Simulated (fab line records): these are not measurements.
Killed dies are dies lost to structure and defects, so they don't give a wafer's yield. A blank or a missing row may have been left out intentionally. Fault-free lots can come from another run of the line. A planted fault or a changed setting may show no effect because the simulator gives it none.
Matching of chambers ; flow nand_harc ; 3 sister chambers for NHARC_A_ONON_D1_DEP_33 on pecvd-04
The step deposits SiO2, target thk 200 nm. 16 wafers are shown with their chamber, then 8 later ones without.

WAFERS, EACH WITH ITS CHAMBER
wafer;chamber;heater_power_w (W);throttle_valve_pct (%)
L076.1;2;580;16.5
L076.2;1;361;16.2
L076.6;1;377;16.2
L078.2;0;607;15.4
L078.3;1;427;16.0
L078.6;1;450;16.4
L079.3;1;457;16.3
L079.4;1;463;16.3
L079.5;0;614;15.6
L080.1;1;430;16.1
L080.3;0;612;15.8
L080.5;2;571;16.5
L087.1;0;649;15.0
L087.4;0;652;15.0
L087.6;1;469;16.1
L089.1;1;418;15.7

SIGNATURES, as means of the wafers listed above
reading;chamber 0;chamber 1;chamber 2;scatter within a chamber
heater_power_w;626.80;428.00;575.50;32.1
throttle_valve_pct;15.360;16.144;16.500;0.256
Rule: a wafer lies at a distance from a chamber equal to the root of the sum of squares, over the readings, of (its reading less the chamber's mean, divided by the reading's scatter). The wafer belongs to the nearest chamber; if the next one is less than 2 further off, it can't be placed. The scatter: the root of (the sum of the squares of (reading less its chamber's mean) over the shown wafers, divided by (wafers less chambers)).

WAFERS WITH NO CHAMBER GIVEN
wafer;heater_power_w (W);throttle_valve_pct (%)
L089.4;438;15.6
L089.5;469;16.5
L092.2;472;15.9
L092.3;551;16.5
L092.4;564;16.8
L093.3;439;16.1
L093.5;451;16.1
L093.6;560;15.4

WHICH CHAMBER EACH WENT THROUGH
wafer;from the rows above;in truth
L089.4;1;1
L089.5;can't be placed: 1 or 2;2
L092.2;1;1
L092.3;2;2
L092.4;2;2
L093.3;1;1
L093.5;1;1
L093.6;0;0
Placed correctly: 7 of 8. From these rows, 1 cannot be placed; in 1 the true chamber is one of the candidates. 0 placed wrongly.
